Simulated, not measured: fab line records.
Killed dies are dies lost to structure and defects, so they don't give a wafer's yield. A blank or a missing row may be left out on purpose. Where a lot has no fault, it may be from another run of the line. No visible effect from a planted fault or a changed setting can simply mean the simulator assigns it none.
fab line records	flow n5_finfet
record: lots: 24	wafers: 72	last_day: 18
route steps=1938 shown BEOL_M10@1486 BEOL_M11@1573
lots with no fault: from the same line, run without faults
start_h: hours from the record's first day to the start of the lot's first wafer shown	wait_h: hours from the lot's prior step to this one	" repeats the value in the row above	L1.1+2: several wafers, shown together as one row	- value missing, or start not given	* or withheld: withheld	< > ~ a bound
route shown NAME@n: a module of which the file shows steps, and the number in the route of the first	usual: mean/standard deviation taken from wafers without a fault	same: alike in all rows	chamber/n: place in a boat	sites: per-site readings	_std_site: how widely they spread, as a standard deviation	_edge_site: mean of outer sites minus mean of inner sites	radius_mm: how far each site lies from the wafer's centre	mask NAME#n: copy n	behind: the most recent tool/chamber to have shaped the wafer	hold: the reason the lot was held/the length of the hold in hours/how it ended	device: the n, p or np transistor that did not switch	end of line: the same wafers' tests at the end of the route	a step without rows: its recipe alone	killed: count of dies lost to structure and defects at first sort (not the wafer's yield)	map: dies across one wafer; x = killed, . = not, _ = none there
set.NAME: the run value of the setting; set.NAME@STEP: its run value at that earlier step	model.NAME: the simulator's own value behind a step, which no gauge read
route steps across a sampled set of lots; one table per step, one row per wafer
services: when a tool's chamber went out of use (start_h, in hours from the record's first day, below 0 if earlier), for how many hours, and the reason
== steps ==
step: N5_BEOL_M10_DESCUM_16
recipe: chemistry: O2	time_s: 7.9	source_power_w: 50	bias_power_w: 20	pressure_mtorr: 20	rf_frequency_hz: 2.712e+07	temp_c: 40	resist: CAR-ArF	o2_flow_sccm: 225
usual: drypump_motor_current_A: 5.8/0.43	oes_product_au: 0.84/0.11	rf_vpp_V: 243.1/1.4	showerhead_plenum_p_Torr: 2.08/0.08	throttle_valve_pct: 20.35/0.23
lot.wafer	tool	chamber	start_h	wait_h	drypump_motor_current_A	oes_product_au	rf_hours_counter_h	rf_vpp_V	showerhead_plenum_p_Torr	throttle_valve_pct
L075.1	rie_diel-05	3	226.39	0.0	6.5	0.69	220	244.4	2.15	20.67
L075.3	"	1	"	"	5.1	0.69	233	244.5	2.17	20.80
L075.5	"	2	"	"	5.5	0.90	-	242.1	2.03	20.04
L074.2	rie_diel-02	3	228.63	0.0	6.0	0.83	66	241.3	2.02	20.44
L074.3	"	1	"	"	5.4	0.71	204	244.4	2.16	20.27
L074.6	"	1	"	"	5.4	0.72	-	244.8	2.16	20.28
L076.2	rie_diel-05	0	238.23	0.4	5.7	0.69	242	244.2	2.17	20.50
L076.3	"	3	"	"	6.5	0.69	224	243.3	2.15	20.67
L076.5	"	0	"	"	5.8	0.68	-	244.1	2.17	20.50
L077.3	rie_diel-03	1	245.41	0.4	6.4	0.74	145	243.2	2.09	20.47
L077.5	"	2	"	"	5.5	0.97	-	243.3	2.04	19.97
L077.6	"	1	"	"	6.3	0.75	-	243.6	2.09	20.46
L078.2	rie_diel-05	3	248.78	0.3	6.5	0.68	228	243.4	2.15	20.69
L078.4	"	1	"	"	5.2	0.68	241	244.7	2.17	20.83
L078.6	"	1	"	"	5.2	0.68	-	243.6	2.17	20.83
L080.1	rie_diel-03	2	263.63	0.0	5.4	0.95	16	241.8	2.03	19.97
L080.3	"	0	"	"	6.3	0.98	6	242.2	2.06	20.28
L080.5	"	0	"	"	6.3	0.97	-	243.1	2.06	20.28
L079.2	rie_diel-02	3	270.29	0.2	6.0	0.81	81	242.3	2.01	20.44
L079.3	"	0	"	"	6.4	0.73	179	240.0	1.89	20.45
L079.6	"	3	"	"	6.0	0.80	-	240.4	2.01	20.46
L081.1	rie_diel-02	0	270.65	0.1	6.4	0.71	180	239.1	1.89	20.45
L081.3	"	3	"	"	6.0	0.80	81	242.8	2.01	20.47
L081.6	"	2	"	"	5.8	0.89	-	241.9	2.06	20.39
L083.3	rie_diel-02	1	274.64	0.0	5.4	0.70	218	244.6	2.16	20.30
L083.4	"	3	"	"	6.0	0.80	-	242.0	2.01	20.46
L083.5	"	1	"	"	5.4	0.70	-	243.0	2.16	20.30
L082.2	rie_diel-03	0	284.25	0.1	6.3	0.95	14	242.6	2.06	20.28
L082.3	"	2	"	"	5.5	0.93	23	241.6	2.03	19.99
L082.5	"	3	"	"	5.9	0.70	-	242.0	2.04	20.07
L084.1	rie_diel-05	2	291.09	0.1	5.5	0.86	60	243.4	2.02	20.08
L084.2	"	0	"	"	5.8	0.99	5	243.2	2.16	20.09
L084.4	"	2	"	"	5.5	0.86	-	242.7	2.02	20.07
L085.2	rie_diel-05	3	297.52	0.0	6.5	0.67	248	244.6	2.14	20.72
L085.3	"	2	"	"	5.5	0.85	62	243.0	2.02	20.09
L085.5	"	0	"	"	5.8	0.98	-	243.3	2.16	20.07
L086.1	rie_diel-05	3	300.91	0.0	6.5	0.67	249	244.1	2.14	20.73
L086.4	"	0	"	"	5.8	0.97	9	245.1	2.16	20.09
L086.6	"	2	"	"	5.5	0.85	-	242.5	2.02	20.10
L087.1	rie_diel-05	1	310.70	0.1	5.2	0.97	7	244.8	2.16	20.53
L087.4	"	0	"	"	5.8	0.96	-	243.8	2.16	20.11
L087.5	"	2	"	"	5.5	0.85	-	242.4	2.02	20.11
L089.4	rie_diel-03	2	310.89	0.1	5.4	0.91	-	242.7	2.03	19.99
L089.5	"	0	"	"	6.3	0.93	-	241.8	2.05	20.30
L089.6	"	1	"	"	6.3	0.74	-	243.1	2.08	20.52
L088.2	rie_diel-05	0	311.46	0.1	5.8	0.96	13	244.7	2.16	20.09
L088.5	"	2	"	"	5.5	0.85	-	242.5	2.02	20.11
L088.6	"	0	"	"	5.7	0.95	-	244.4	2.16	20.11
L090.1	rie_diel-05	0	318.00	0.0	5.7	0.96	16	244.5	2.16	20.09
L090.2	"	1	"	"	5.2	0.97	10	243.9	2.16	20.53
L090.6	"	1	"	"	5.1	0.97	-	242.3	2.16	20.52
L091.1	rie_diel-02	2	318.15	0.0	5.8	0.87	42	242.1	2.05	20.40
L091.3	"	0	"	"	6.3	0.71	196	240.0	1.89	20.47
L091.5	"	0	"	"	6.4	0.71	-	240.7	1.89	20.48
L094.1	rie_diel-05	3	335.49	0.0	6.5	0.97	2	245.1	2.14	20.35
L094.5	"	3	"	"	6.5	0.98	-	244.5	2.14	20.36
L094.6	"	0	"	"	5.8	0.93	-	244.4	2.16	20.11
L092.1	rie_diel-05	0	335.74	0.1	5.8	0.93	24	243.4	2.16	20.11
L092.2	"	1	"	"	5.2	0.93	18	244.4	2.15	20.56
L092.6	"	1	"	"	5.1	0.93	-	243.5	2.15	20.57
L093.1	rie_diel-05	0	338.84	0.0	5.8	0.92	26	242.7	2.16	20.08
L093.4	"	1	"	"	5.2	0.93	-	242.8	2.15	20.55
L093.5	"	3	"	"	6.5	0.97	-	243.6	2.14	20.38
L095.1	rie_diel-05	0	355.91	0.6	5.8	0.92	33	243.9	2.15	20.13
L095.2	"	1	"	"	5.1	0.92	27	243.0	2.15	20.57
L095.4	"	3	"	"	6.5	0.94	10	243.9	2.14	20.38
L096.2	rie_diel-02	2	358.94	0.1	5.8	0.84	61	242.5	2.05	20.43
L096.3	"	3	"	"	5.9	0.76	117	242.3	2.00	20.53
L096.5	"	3	"	"	5.9	0.76	-	242.3	2.00	20.51
L097.1	rie_diel-02	0	371.58	0.1	6.3	0.70	216	240.9	1.88	20.49
L097.3	"	3	"	"	6.0	0.75	121	241.7	2.00	20.53
L097.5	"	2	"	"	5.7	0.82	-	241.8	2.04	20.46
step: N5_BEOL_M11_ETCH_66
recipe: chemistry: N2/H2	target: SOC	target_depth_a: 1200	overetch_a: 240	mask_material: SiARC	temp_c: 40	time_s: 180	ion_energy_ev: 200	pressure_mtorr: 30	source_w: 840	bias_w: 150	n2_flow_sccm: 200	h2_flow_sccm: 200
usual: drypump_motor_current_A: 5.7/0.46	oes_product_au: 0.65/0.075	rf_vpp_V: 524/3.4	showerhead_plenum_p_Torr: 2.55/0.1	throttle_valve_pct: 17.82/0.25
lot.wafer	tool	chamber	start_h	wait_h	drypump_motor_current_A	oes_product_au	rf_hours_counter_h	rf_vpp_V	showerhead_plenum_p_Torr	throttle_valve_pct
L075.1	rie_diel-06	1	237.15	0.0	5.5	0.62	144	518	2.36	17.86
L075.3	"	3	"	"	6.2	0.57	248	522	2.49	17.95
L075.5	"	2	"	"	4.8	0.71	-	529	2.70	17.63
L074.2	rie_diel-06	0	238.33	0.0	5.6	0.59	209	526	2.61	18.05
L074.3	"	3	"	"	6.2	0.57	248	523	2.49	17.95
L074.6	"	0	"	"	5.6	0.58	-	527	2.62	18.05
L076.2	rie_diel-06	1	247.34	0.0	5.5	0.61	148	518	2.36	17.87
L076.3	"	0	"	"	5.6	0.58	212	526	2.61	18.05
L076.5	"	1	"	"	5.6	0.61	-	517	2.36	17.86
L077.3	rie_diel-06	2	258.48	0.0	4.8	0.71	36	529	2.70	17.64
L077.5	"	1	"	"	5.6	0.60	-	519	2.36	17.85
L077.6	"	2	"	"	4.8	0.71	-	528	2.70	17.65
L078.2	rie_diel-01	1	265.65	0.0	6.4	0.60	188	524	2.53	18.08
L078.4	"	1	"	"	6.4	0.60	-	524	2.53	18.09
L078.6	"	0	"	"	6.2	0.57	-	521	2.39	18.14
L080.1	rie_diel-06	0	273.16	0.0	5.7	0.58	220	525	2.61	18.08
L080.3	"	1	"	"	5.5	0.61	154	517	2.36	17.88
L080.5	"	0	"	"	5.6	0.57	-	526	2.61	18.09
L079.2	rie_diel-04	2	282.98	0.0	5.9	0.65	86	525	2.55	17.55
L079.3	"	3	"	"	6.0	0.76	4	526	2.60	17.38
L079.6	"	2	"	"	5.9	0.66	-	525	2.55	17.56
L081.1	rie_diel-04	2	283.45	0.0	5.9	0.66	86	525	2.55	17.54
L081.3	"	0	"	"	5.3	0.60	208	526	2.61	17.86
L081.6	"	2	"	"	5.9	0.66	-	525	2.55	17.57
L083.3	rie_diel-04	2	285.83	0.0	5.9	0.66	87	525	2.55	17.56
L083.4	"	3	"	"	6.0	0.76	-	526	2.60	17.38
L083.5	"	0	"	"	5.3	0.59	-	526	2.61	17.87
L082.2	rie_diel-06	1	292.59	0.0	5.5	0.60	161	518	2.36	17.88
L082.3	"	2	"	"	4.8	0.70	47	529	2.70	17.66
L082.5	"	0	"	"	5.6	0.57	-	526	2.61	18.06
L084.1	rie_diel-04	0	305.71	0.0	5.3	0.58	216	526	2.61	17.88
L084.2	"	3	"	"	6.0	0.74	12	528	2.60	17.37
L084.4	"	2	"	"	5.9	0.65	94	524	2.55	17.56
L085.2	rie_diel-06	2	309.89	0.0	4.8	0.69	53	528	2.69	17.68
L085.3	"	3	"	"	6.2	0.72	18	522	2.48	17.55
L085.5	"	3	"	"	6.2	0.74	-	524	2.48	17.52
L086.1	rie_diel-01	0	310.20	0.0	6.3	0.55	237	519	2.39	18.16
L086.4	"	2	"	"	5.1	0.61	176	526	2.63	17.86
L086.6	"	0	"	"	6.2	0.55	-	519	2.39	18.16
L089.4	rie_diel-04	0	320.20	0.0	5.3	0.58	221	525	2.60	17.89
L089.5	"	1	"	"	5.5	0.78	-	525	2.61	18.15
L089.6	"	2	"	"	5.9	0.65	-	524	2.55	17.59
L088.2	rie_diel-06	1	322.19	0.0	5.5	0.60	171	516	2.35	17.92
L088.5	"	1	"	"	5.5	0.59	-	518	2.35	17.90
L088.6	"	0	"	"	5.6	0.57	-	526	2.60	18.11
L087.1	rie_diel-06	3	326.61	0.0	6.2	0.72	23	522	2.48	17.57
L087.4	"	0	"	"	5.6	0.57	236	528	2.60	18.09
L087.5	"	3	"	"	6.2	0.72	-	523	2.48	17.54
L091.1	rie_diel-06	3	329.06	0.0	6.2	0.72	24	522	2.48	17.55
L091.3	"	0	"	"	5.6	0.57	237	526	2.60	18.09
L091.5	"	2	"	"	4.8	0.68	-	528	2.69	17.68
L090.1	rie_diel-01	3	329.81	0.0	5.9	0.76	14	522	2.50	17.45
L090.2	"	2	"	"	5.1	0.60	181	528	2.62	17.87
L090.6	"	0	"	"	6.2	0.55	-	519	2.38	18.18
L092.1	rie_diel-06	0	346.17	0.0	5.6	0.57	243	525	2.60	18.09
L092.2	"	2	"	"	4.8	0.68	64	528	2.69	17.69
L092.6	"	1	"	"	5.5	0.60	-	518	2.35	17.92
L094.1	rie_diel-04	3	346.33	0.0	6.0	0.72	25	525	2.59	17.41
L094.5	"	2	"	"	5.9	0.64	-	525	2.54	17.60
L094.6	"	3	"	"	6.0	0.72	-	526	2.59	17.42
L093.1	rie_diel-01	1	347.87	0.0	6.4	0.58	217	523	2.52	18.13
L093.4	"	3	"	"	5.9	0.74	20	522	2.50	17.47
L093.5	"	3	"	"	5.9	0.75	-	522	2.50	17.48
L095.1	rie_diel-04	1	367.44	0.0	5.5	0.76	19	525	2.61	18.19
L095.2	"	0	"	"	5.3	0.57	237	527	2.60	17.93
L095.4	"	2	"	"	5.9	0.64	114	525	2.54	17.62
L096.2	rie_diel-01	2	367.80	0.0	5.1	0.59	194	525	2.62	17.88
L096.3	"	3	"	"	6.0	0.74	27	521	2.49	17.48
L096.5	"	3	"	"	6.0	0.73	-	522	2.49	17.49
L097.1	rie_diel-01	0	382.27	0.0	6.2	0.78	2	528	2.70	17.70
L097.3	"	3	"	"	5.9	0.72	31	522	2.49	17.50
L097.5	"	0	"	"	6.2	0.79	-	528	2.70	17.72
step: N5_BEOL_M11_STRIP_77
recipe: chemistry: N2/H2	time_s: 10	power_w: 450	temp_c: 40	pressure_mtorr: 20	rf_frequency_hz: 6e+07	bias_power_w: 7	n2_flow_sccm: 200	h2_flow_sccm: 200
usual: drypump_motor_current_A: 5.7/0.46	oes_product_au: 0.80/0.095	rf_vpp_V: 59.3/0.95	showerhead_plenum_p_Torr: 2.54/0.1	throttle_valve_pct: 23.6/0.3
lot.wafer	tool	chamber	start_h	wait_h	drypump_motor_current_A	oes_product_au	rf_hours_counter_h	rf_vpp_V	showerhead_plenum_p_Torr	throttle_valve_pct
L075.1	rie_diel-06	1	-	-	5.6	0.76	144	59.2	2.36	23.8
L075.3	"	3	"	"	6.2	0.70	248	59.3	2.49	23.7
L075.5	"	2	"	"	4.8	0.90	-	58.5	2.70	23.4
L074.2	rie_diel-06	0	-	-	5.6	0.71	209	59.8	2.61	23.8
L074.3	"	3	"	"	6.2	0.70	249	58.9	2.49	23.8
L074.6	"	0	"	"	5.6	0.73	-	58.6	2.61	23.8
L076.2	rie_diel-06	1	-	-	5.6	0.77	148	57.9	2.36	23.8
L076.3	"	0	"	"	5.6	0.72	212	58.1	2.61	23.8
L076.5	"	1	"	"	5.5	0.76	-	58.2	2.36	23.8
L077.3	rie_diel-06	2	-	-	4.8	0.88	36	59.4	2.70	23.4
L077.5	"	1	"	"	5.5	0.75	-	58.3	2.36	23.8
L077.6	"	2	"	"	4.8	0.88	-	59.7	2.70	23.4
L078.2	rie_diel-01	1	-	-	6.4	0.74	188	60.6	2.53	23.9
L078.4	"	1	"	"	6.4	0.74	-	57.9	2.53	23.9
L078.6	"	0	"	"	6.2	0.70	-	58.1	2.39	24.0
L080.1	rie_diel-06	0	-	-	5.6	0.71	220	60.5	2.61	23.8
L080.3	"	1	"	"	5.6	0.76	155	57.8	2.35	23.8
L080.5	"	0	"	"	5.6	0.71	-	59.6	2.61	23.8
L079.2	rie_diel-04	2	-	-	5.9	0.81	86	59.3	2.55	23.3
L079.3	"	3	"	"	6.0	0.94	4	58.5	2.60	23.1
L079.6	"	2	"	"	5.9	0.81	-	59.3	2.55	23.3
L081.1	rie_diel-04	2	-	-	5.9	0.81	86	61.8	2.55	23.3
L081.3	"	0	"	"	5.4	0.73	208	59.8	2.61	23.6
L081.6	"	2	"	"	5.9	0.81	-	59.5	2.55	23.3
L083.3	rie_diel-04	2	-	-	5.9	0.80	88	58.5	2.55	23.3
L083.4	"	3	"	"	6.0	0.94	-	61.4	2.59	23.2
L083.5	"	0	"	"	5.3	0.72	-	60.3	2.61	23.6
L082.2	rie_diel-06	1	-	-	5.6	0.76	161	59.0	2.35	23.8
L082.3	"	2	"	"	4.8	0.86	47	60.3	2.69	23.4
L082.5	"	0	"	"	5.6	0.72	-	59.7	2.60	23.8
L084.1	rie_diel-04	0	-	-	5.3	0.71	216	59.9	2.60	23.6
L084.2	"	3	"	"	6.0	0.91	13	58.8	2.59	23.2
L084.4	"	2	"	"	5.9	0.80	94	60.9	2.54	23.3
L085.2	rie_diel-06	2	-	-	4.8	0.85	53	60.6	2.69	23.4
L085.3	"	3	"	"	6.2	0.90	18	57.6	2.48	23.4
L085.5	"	3	"	"	6.1	0.90	-	60.7	2.48	23.4
L086.1	rie_diel-01	0	-	-	6.2	0.68	237	58.1	2.38	24.0
L086.4	"	2	"	"	5.1	0.75	176	58.7	2.62	23.6
L086.6	"	0	"	"	6.2	0.68	-	58.4	2.38	24.0
L089.4	rie_diel-04	0	-	-	5.3	0.72	221	59.2	2.60	23.6
L089.5	"	1	"	"	5.5	0.98	-	60.8	2.61	24.4
L089.6	"	2	"	"	5.9	0.80	-	58.0	2.54	23.3
L088.2	rie_diel-06	1	-	-	5.5	0.74	171	58.6	2.35	23.8
L088.5	"	1	"	"	5.5	0.73	-	59.4	2.35	23.8
L088.6	"	0	"	"	5.6	0.70	-	60.1	2.60	23.8
L087.1	rie_diel-06	3	-	-	6.2	0.89	23	58.7	2.48	23.4
L087.4	"	0	"	"	5.6	0.71	237	61.0	2.60	23.8
L087.5	"	3	"	"	6.2	0.89	-	60.1	2.48	23.4
L091.1	rie_diel-06	3	-	-	6.2	0.90	24	59.2	2.47	23.4
L091.3	"	0	"	"	5.7	0.70	237	59.3	2.60	23.8
L091.5	"	2	"	"	4.8	0.84	-	60.3	2.69	23.4
L090.1	rie_diel-01	3	-	-	5.9	0.95	14	60.0	2.50	23.4
L090.2	"	2	"	"	5.1	0.73	181	59.1	2.62	23.6
L090.6	"	0	"	"	6.3	0.68	-	58.3	2.38	24.0
L092.1	rie_diel-06	0	-	-	5.6	0.70	243	59.9	2.60	23.8
L092.2	"	2	"	"	4.8	0.84	64	60.2	2.69	23.4
L092.6	"	1	"	"	5.5	0.74	-	59.5	2.34	23.8
L094.1	rie_diel-04	3	-	-	6.0	0.87	25	59.6	2.59	23.2
L094.5	"	2	"	"	5.9	0.79	-	59.5	2.54	23.3
L094.6	"	3	"	"	6.0	0.89	-	59.3	2.59	23.2
L093.1	rie_diel-01	1	-	-	6.4	0.72	217	58.4	2.52	23.9
L093.4	"	3	"	"	5.9	0.94	20	60.3	2.49	23.4
L093.5	"	3	"	"	5.9	0.95	-	58.7	2.49	23.4
L095.1	rie_diel-04	1	-	-	5.4	0.94	19	58.8	2.60	24.4
L095.2	"	0	"	"	5.3	0.71	237	59.5	2.59	23.6
L095.4	"	2	"	"	5.9	0.78	115	58.7	2.54	23.3
L096.2	rie_diel-01	2	-	-	5.1	0.72	194	60.1	2.61	23.6
L096.3	"	3	"	"	5.9	0.92	27	58.4	2.49	23.4
L096.5	"	3	"	"	5.9	0.92	-	59.2	2.49	23.4
L097.1	rie_diel-01	0	-	-	6.2	0.98	2	60.5	2.69	23.6
L097.3	"	3	"	"	5.9	0.91	32	59.8	2.49	23.4
L097.5	"	0	"	"	6.2	0.98	-	58.4	2.69	23.6
step: N5_BEOL_M11_PRE_CLEAN_45
recipe: gas: H2/He	time_s: 30	temp_c: 250
usual: heater_power_w: 332/39
lot.wafer	tool	chamber	start_h	wait_h	heater_power_w
L075.1	pvd_sputter-01	-	238.18	0.0	357
L075.3	"	-	"	"	271
L075.5	"	-	"	"	382
L074.2	pvd_sputter-02	-	239.46	0.0	323
L074.3	"	-	"	"	307
L074.6	"	-	"	"	362
L076.2	pvd_sputter-03	-	248.40	0.0	342
L076.3	"	-	"	"	369
L076.5	"	-	"	"	351
L077.3	pvd_sputter-01	-	259.47	0.0	385
L077.5	"	-	"	"	385
L077.6	"	-	"	"	360
L078.2	pvd_sputter-03	-	266.62	0.0	338
L078.4	"	-	"	"	360
L078.6	"	-	"	"	354
L080.1	pvd_sputter-03	-	274.45	0.0	367
L080.3	"	-	"	"	350
L080.5	"	-	"	"	363
L079.2	pvd_sputter-02	-	284.06	0.0	302
L079.3	"	-	"	"	315
L079.6	"	-	"	"	256
L081.1	pvd_sputter-03	-	284.41	0.0	364
L081.3	"	-	"	"	334
L081.6	"	-	"	"	351
L083.3	pvd_sputter-01	-	286.91	0.0	280
L083.4	"	-	"	"	351
L083.5	"	-	"	"	392
L082.2	pvd_sputter-02	-	294.05	0.0	366
L082.3	"	-	"	"	329
L082.5	"	-	"	"	264
L084.1	pvd_sputter-01	-	306.96	0.0	381
L084.2	"	-	"	"	275
L084.4	"	-	"	"	355
L085.2	pvd_sputter-03	-	310.85	0.0	368
L085.3	"	-	"	"	345
L085.5	"	-	"	"	353
L086.1	pvd_sputter-02	-	312.76	0.0	263
L086.4	"	-	"	"	323
L086.6	"	-	"	"	260
L089.4	pvd_sputter-01	-	321.57	0.0	352
L089.5	"	-	"	"	381
L089.6	"	-	"	"	273
L088.2	pvd_sputter-02	-	323.45	0.0	366
L088.5	"	-	"	"	320
L088.6	"	-	"	"	350
L087.1	pvd_sputter-02	-	329.38	0.0	321
L087.4	"	-	"	"	361
L087.5	"	-	"	"	361
L091.1	pvd_sputter-01	-	330.33	0.0	379
L091.3	"	-	"	"	278
L091.5	"	-	"	"	372
L090.1	pvd_sputter-03	-	331.89	0.0	355
L090.2	"	-	"	"	346
L090.6	"	-	"	"	351
L092.1	pvd_sputter-02	-	347.13	0.0	257
L092.2	"	-	"	"	319
L092.6	"	-	"	"	259
L094.1	pvd_sputter-03	-	347.49	0.0	364
L094.5	"	-	"	"	352
L094.6	"	-	"	"	347
L093.1	pvd_sputter-02	-	349.47	0.0	260
L093.4	"	-	"	"	315
L093.5	"	-	"	"	258
L095.1	pvd_sputter-02	-	368.46	0.0	265
L095.2	"	-	"	"	309
L095.4	"	-	"	"	323
L096.2	pvd_sputter-01	-	368.81	0.0	279
L096.3	"	-	"	"	374
L096.5	"	-	"	"	386
L097.1	pvd_sputter-02	-	383.78	0.0	313
L097.3	"	-	"	"	358
L097.5	"	-	"	"	265
step: N5_BEOL_M11_SURFACE_TREAT_76
recipe: gas: Ar	time_s: *	ion_energy_ev: *	ion_current_ma_cm2: 0.5	pressure_mtorr: *	ar_flow_sccm: 30
usual: throttle_valve_pct: *
lot.wafer	tool	chamber	start_h	wait_h	throttle_valve_pct
L075.1	pvd_sputter-02	-	238.76	0.3	*
L075.3	"	-	"	"	*
L075.5	"	-	"	"	*
L074.2	pvd_sputter-02	-	239.90	0.2	*
L074.3	"	-	"	"	*
L074.6	"	-	"	"	*
L076.2	pvd_sputter-01	-	248.79	0.2	*
L076.3	"	-	"	"	*
L076.5	"	-	"	"	*
L077.3	pvd_sputter-01	-	259.83	0.2	*
L077.5	"	-	"	"	*
L077.6	"	-	"	"	*
L078.2	pvd_sputter-03	-	266.96	0.2	*
L078.4	"	-	"	"	*
L078.6	"	-	"	"	*
L080.1	pvd_sputter-01	-	274.90	0.3	*
L080.3	"	-	"	"	*
L080.5	"	-	"	"	*
L079.2	pvd_sputter-02	-	284.42	0.2	*
L079.3	"	-	"	"	*
L079.6	"	-	"	"	*
L081.1	pvd_sputter-01	-	286.27	1.6	*
L081.3	"	-	"	"	*
L081.6	"	-	"	"	*
L083.3	pvd_sputter-03	-	287.27	0.2	*
L083.4	"	-	"	"	*
L083.5	"	-	"	"	*
L082.2	pvd_sputter-01	-	294.45	0.2	*
L082.3	"	-	"	"	*
L082.5	"	-	"	"	*
L084.1	pvd_sputter-03	-	307.35	0.2	*
L084.2	"	-	"	"	*
L084.4	"	-	"	"	*
L085.2	pvd_sputter-01	-	312.66	1.6	*
L085.3	"	-	"	"	*
L085.5	"	-	"	"	*
L086.1	pvd_sputter-03	-	313.11	0.2	*
L086.4	"	-	"	"	*
L086.6	"	-	"	"	*
L089.4	pvd_sputter-02	-	321.90	0.0	*
L089.5	"	-	"	"	*
L089.6	"	-	"	"	*
L088.2	pvd_sputter-02	-	324.02	0.4	*
L088.5	"	-	"	"	*
L088.6	"	-	"	"	*
L087.1	pvd_sputter-01	-	329.88	0.3	*
L087.4	"	-	"	"	*
L087.5	"	-	"	"	*
L091.1	pvd_sputter-01	-	330.94	0.4	*
L091.3	"	-	"	"	*
L091.5	"	-	"	"	*
L090.1	pvd_sputter-03	-	332.29	0.2	*
L090.2	"	-	"	"	*
L090.6	"	-	"	"	*
L092.1	pvd_sputter-03	-	347.57	0.2	*
L092.2	"	-	"	"	*
L092.6	"	-	"	"	*
L094.1	pvd_sputter-02	-	348.09	0.4	*
L094.5	"	-	"	"	*
L094.6	"	-	"	"	*
L093.1	pvd_sputter-01	-	349.82	0.2	*
L093.4	"	-	"	"	*
L093.5	"	-	"	"	*
L095.1	pvd_sputter-03	-	370.37	1.7	*
L095.2	"	-	"	"	*
L095.4	"	-	"	"	*
L096.2	pvd_sputter-03	-	370.41	1.2	*
L096.3	"	-	"	"	*
L096.5	"	-	"	"	*
L097.1	pvd_sputter-02	-	384.14	0.2	*
L097.3	"	-	"	"	*
L097.5	"	-	"	"	*
step: N5_BEOL_M11_SPUTTER_48
recipe: material: Cu	target_thk_a: 120	temp_c: -20	bias_v: 60	power_w: 26000	chamber_pressure_pa: 0.13	time_s: 2
usual: chamber_pressure_pa: 0.13004/0.00026	throttle_valve_pct: 29.9/1.2
lot.wafer	tool	chamber	start_h	wait_h	chamber_pressure_pa	throttle_valve_pct
L075.1	pvd_sputter-02	-	239.00	0.1	0.13034	31.2
L075.3	"	-	"	"	0.13008	28.4
L075.5	"	-	"	"	0.12972	30.8
L074.2	pvd_sputter-01	-	240.22	0.2	0.12996	30.1
L074.3	"	-	"	"	0.12992	28.1
L074.6	"	-	"	"	0.12999	27.9
L076.2	pvd_sputter-02	-	249.01	0.1	0.13035	29.7
L076.3	"	-	"	"	0.13046	31.3
L076.5	"	-	"	"	0.13007	31.1
L077.3	pvd_sputter-02	-	260.18	0.2	0.13019	28.3
L077.5	"	-	"	"	0.12993	29.6
L077.6	"	-	"	"	0.13026	31.1
L078.2	pvd_sputter-03	-	268.84	1.7	0.13053	29.2
L078.4	"	-	"	"	0.13009	28.1
L078.6	"	-	"	"	0.1302	28.2
L080.1	pvd_sputter-02	-	275.08	0.1	0.13025	28.3
L080.3	"	-	"	"	0.12984	31.3
L080.5	"	-	"	"	0.13001	28.5
L079.2	pvd_sputter-03	-	284.83	0.2	0.12994	30.7
L079.3	"	-	"	"	0.12997	29.1
L079.6	"	-	"	"	0.13003	29.0
L081.1	pvd_sputter-01	-	286.53	0.1	0.13043	30.4
L081.3	"	-	"	"	0.13041	27.8
L081.6	"	-	"	"	0.12995	31.3
L083.3	pvd_sputter-03	-	287.51	0.1	0.13011	30.7
L083.4	"	-	"	"	0.13004	28.2
L083.5	"	-	"	"	0.1303	30.6
L082.2	pvd_sputter-02	-	294.62	0.1	0.12989	29.7
L082.3	"	-	"	"	0.12982	31.1
L082.5	"	-	"	"	0.12949	31.3
L084.1	pvd_sputter-02	-	307.64	0.1	0.13022	29.4
L084.2	"	-	"	"	0.12995	28.3
L084.4	"	-	"	"	0.13008	31.5
L085.2	pvd_sputter-03	-	312.93	0.1	0.13034	31.1
L085.3	"	-	"	"	0.1297	30.6
L085.5	"	-	"	"	0.13014	30.9
L086.1	pvd_sputter-03	-	313.35	0.1	0.12974	30.4
L086.4	"	-	"	"	0.12952	27.9
L086.6	"	-	"	"	0.13034	31.1
L089.4	pvd_sputter-02	-	322.14	0.1	0.12985	30.9
L089.5	"	-	"	"	0.13005	31.1
L089.6	"	-	"	"	0.13015	28.5
L088.2	pvd_sputter-01	-	325.38	1.0	0.13026	30.5
L088.5	"	-	"	"	0.13007	27.9
L088.6	"	-	"	"	0.12958	29.9
L087.1	pvd_sputter-01	-	330.08	0.1	0.12984	29.8
L087.4	"	-	"	"	0.13013	29.7
L087.5	"	-	"	"	0.13002	27.9
L091.1	pvd_sputter-01	-	331.68	0.4	0.13005	27.8
L091.3	"	-	"	"	0.12973	30.1
L091.5	"	-	"	"	0.13008	27.5
L090.1	pvd_sputter-03	-	332.61	0.2	0.13	28.2
L090.2	"	-	"	"	0.12951	31.1
L090.6	"	-	"	"	0.12928	31.0
L092.1	pvd_sputter-02	-	347.97	0.2	0.12995	28.3
L092.2	"	-	"	"	0.12975	29.6
L092.6	"	-	"	"	0.13031	31.2
L094.1	pvd_sputter-02	-	348.81	0.3	0.13008	29.6
L094.5	"	-	"	"	0.13011	31.2
L094.6	"	-	"	"	0.13044	30.9
L093.1	pvd_sputter-02	-	350.04	0.1	0.12959	29.6
L093.4	"	-	"	"	0.13003	31.0
L093.5	"	-	"	"	0.13004	28.3
L095.1	pvd_sputter-03	-	370.75	0.1	0.1304	30.7
L095.2	"	-	"	"	0.13005	29.1
L095.4	"	-	"	"	0.13017	30.9
L096.2	pvd_sputter-03	-	370.83	0.2	0.13018	29.2
L096.3	"	-	"	"	0.12989	30.7
L096.5	"	-	"	"	0.12977	29.2
L097.1	pvd_sputter-03	-	386.00	1.4	0.12967	29.2
L097.3	"	-	"	"	0.1298	31.1
L097.5	"	-	"	"	0.12998	31.0
== services ==
tool	chamber	start_h	hours	kind
rie_diel-03	1	217.32	3.5	repair
rie_diel-01	2	244.51	16.5	repair
rie_diel-05	3	253.97	1.8	repair
pvd_sputter-03	-	254.06	7.5	repair
rie_diel-02	1	259.41	3.0	repair
rie_diel-02	0	272.35	6.4	repair
rie_diel-03	3	272.91	8.3	repair
rie_diel-06	0	287.07	4.0	repair
rie_diel-01	1	288.75	1.8	repair
rie_diel-03	2	308.08	2.5	repair
rie_diel-03	3	308.34	5.9	repair
rie_diel-03	1	314.59	8.3	repair
rie_diel-01	2	333.70	4.4	repair
rie_diel-05	2	335.38	4.5	repair
rie_diel-01	3	341.29	5.2	repair
rie_diel-02	1	349.06	28.8	repair
pvd_sputter-01	-	351.60	5.5	repair
rie_diel-01	1	352.93	1.8	repair
rie_diel-04	1	357.76	5.1	repair
rie_diel-03	1	370.41	3.2	repair
rie_diel-03	3	376.39	2.1	repair
rie_diel-03	0	382.97	3.4	repair
rie_diel-03	1	385.29	21.7	repair
rie_diel-05	1	385.92	10.7	repair
== key ==
fault none
